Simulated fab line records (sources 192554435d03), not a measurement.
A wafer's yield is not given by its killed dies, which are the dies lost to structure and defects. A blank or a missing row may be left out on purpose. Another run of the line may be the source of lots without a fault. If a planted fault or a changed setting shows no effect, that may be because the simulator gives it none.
A struck lot beside a sound one | flow n5Finfet | 16 steps out of a route of 1938
Sound: the wafers L641.1, L641.4. Wafers struck: L631.1, L631.3, L631.4. The cause is named last.
Order at every step that has rows: each side's tool, ch and its chambers, its first start. Under that, the readings that differ: sound wafers | struck wafers | difference of the means | sigmas: that difference in standard deviations of wafers without a fault.
alike: a reading whose means differ by less than 2 such deviations, as well as words and numbers matching on both sides. not compared: withheld readings; readings where some wafer has no value; bounds like >300 that might hide an equal value; numbers whose values overlap and for which the record gives no deviation.
A row with sigmas, a row that says differs or no value, or rows on one side alone: a step with any of these is where the two part. Non-overlapping numbers with no deviation appear without sigmas and do not part them. A reading missing from all wafers of one side parts the sides only when that side holds two or more wafers.

first, 7 steps without rows for these wafers: N5_BEOL_M3_COAT_76 (time 60 s, resist thk 5 nm); N5_BEOL_M3_COAT_22 (resist thk 30 nm); N5_BEOL_M3_EBR_24; N5_BEOL_M3_SOFTBAKE_23 (time 60 s); N5_BEOL_M3_EXPOSE_25 (exposes mask V2, defocus 5 nm); N5_BEOL_M3_PEB_26 (peb time 60 s); N5_BEOL_M3_DEVELOP_27 (develop time 30 s).
N5_BEOL_M3_CD_MEAS_28: target cd 25.7 nm, target cd y 23.3 nm.
  sound on cdSem-03 ch 0, day 9 23:22; struck on cdSem-03 ch 0, day 7 16:13
reading   | sound       | struck            | difference | sigmas
cdNm (nm) | 25.83 25.87 | 25.26 25.40 25.12 | -0.59      | -2
N5_BEOL_M3_OVL_MEAS_29:
  sound on overlay-01 ch 0, day 9 23:25; struck on overlay-02 ch 0, day 7 16:15
  alike: V2_OVL
N5_BEOL_M3_INSPECT_30: inspects for defects (brightfield).
  sound: defectInspect-02 at day 9 23:28; struck: defectInspect-02 at day 7 16:19
  alike: rawDefectCount
N5_BEOL_M3_DESCUM_33: chemistry O2, time 7 s.
  sound on rieDiel-05 ch 1,2, day 9 23:30; struck on rieDiel-01 ch 0,1,2, day 7 16:37
reading                  | sound       | struck            | difference | sigmas
drypumpMotorCurrentA (A) | 6.1 6.7     | 4.9 5.8 5.0       | -1.2       | -2
throttleValvePct (%)     | 20.15 20.01 | 20.48 20.51 20.84 | +0.53      | +3
  alike: chamberPressureMTorr, oesProductAu, rfVppV, showerheadPlenumPTorr, tempC
  not compared: rfHoursCounterH
N5_BEOL_M3_ETCH_77: etches underlayer in N2/H2, target depth 6.5 nm, time 5.2 s.
  sound on rieDiel-05 ch 1,2, day 9 23:32; struck on rieDiel-01 ch 0,1,2, day 7 16:39
reading                  | sound   | struck      | difference | sigmas
drypumpMotorCurrentA (A) | 6.1 6.8 | 4.9 5.8 5.0 | -1.2       | -2
  alike: chamberPressureMTorr, etchRfOnTimeS, h2FlowSccm, oesProductAu, rfVppV, showerheadPlenumPTorr, throttleValvePct
  not compared: rfHoursCounterH
N5_BEOL_M3_ETCH_69: etches SiARC in CF4, target depth 15.6 nm, time 26 s.
  sound on rieDiel-05 ch 1,2, day 9 23:34; struck on rieDiel-01 ch 0,1,2, day 7 16:40
reading                  | sound       | struck            | difference | sigmas
drypumpMotorCurrentA (A) | 6.1 6.7     | 4.9 5.8 5.0       | -1.2       | -2
etchRfOnTimeS (s)        | 26.3 25.4   | 18.9 18.5 19.5    | -6.9       | -12
oesProductAu (a.u.)      | 0.70 0.69   | 0.92 0.92 0.71    | +0.16      | +2
throttleValvePct (%)     | 15.39 15.16 | 15.52 15.56 16.11 | +0.46      | +2
  alike: chamberPressureMTorr, rfVppV, showerheadPlenumPTorr
  not compared: rfHoursCounterH
N5_BEOL_M3_ALD_98: deposits SiO2, target thk 2.5 nm, pulse time 1 s, co reactant pulse time 1 s.
  sound on aldSin-03 ch 0,3, day 9 23:38; struck on aldSin-04 ch 0,2,3, day 7 16:45
  alike: heaterPowerW, precursorPulseHeightRel
N5_BEOL_M4_RC_MEAS_101:
  sound on prober-01 ch 0, day 10 20:19; struck on prober-01 ch 0, day 8 11:53
  alike: DIBL_N, DIBL_P, IOFF_N, IOFF_P, ION_N, ION_P, SS_N, SS_P, VT_N, VT_P
-- here the record skips 4 days between the struck wafers' starts before and after, leaving off in module BEOL_M4 and picking up in module PASSIVATION (first step shown: number 1936 of the route) --
N5_PASSIVATION_PROBE_49:
  sound: prober-01 at day 14 14:32; struck: prober-01 at day 12 14:34
  alike: defectLimitedYield, killed_at_M0_to_M3, killed_at_M4_up, killedAtContacts, killedAtFrontEnd, killedAtOther, killedDies, killedOnRim, killedOpen, killedShort, sort_bin_5_function, sort_bin_6_memory, sortNPass, sortYieldPct

## WHERE THEY PART
At N5_BEOL_M3_CD_MEAS_28 first; at N5_BEOL_M3_ETCH_69 last (within this record only). Later steps at which nothing parts them and some readings are alike: N5_BEOL_M3_ALD_98, N5_BEOL_M4_RC_MEAS_101, N5_PASSIVATION_PROBE_49.

WHY: what the simulator had put in
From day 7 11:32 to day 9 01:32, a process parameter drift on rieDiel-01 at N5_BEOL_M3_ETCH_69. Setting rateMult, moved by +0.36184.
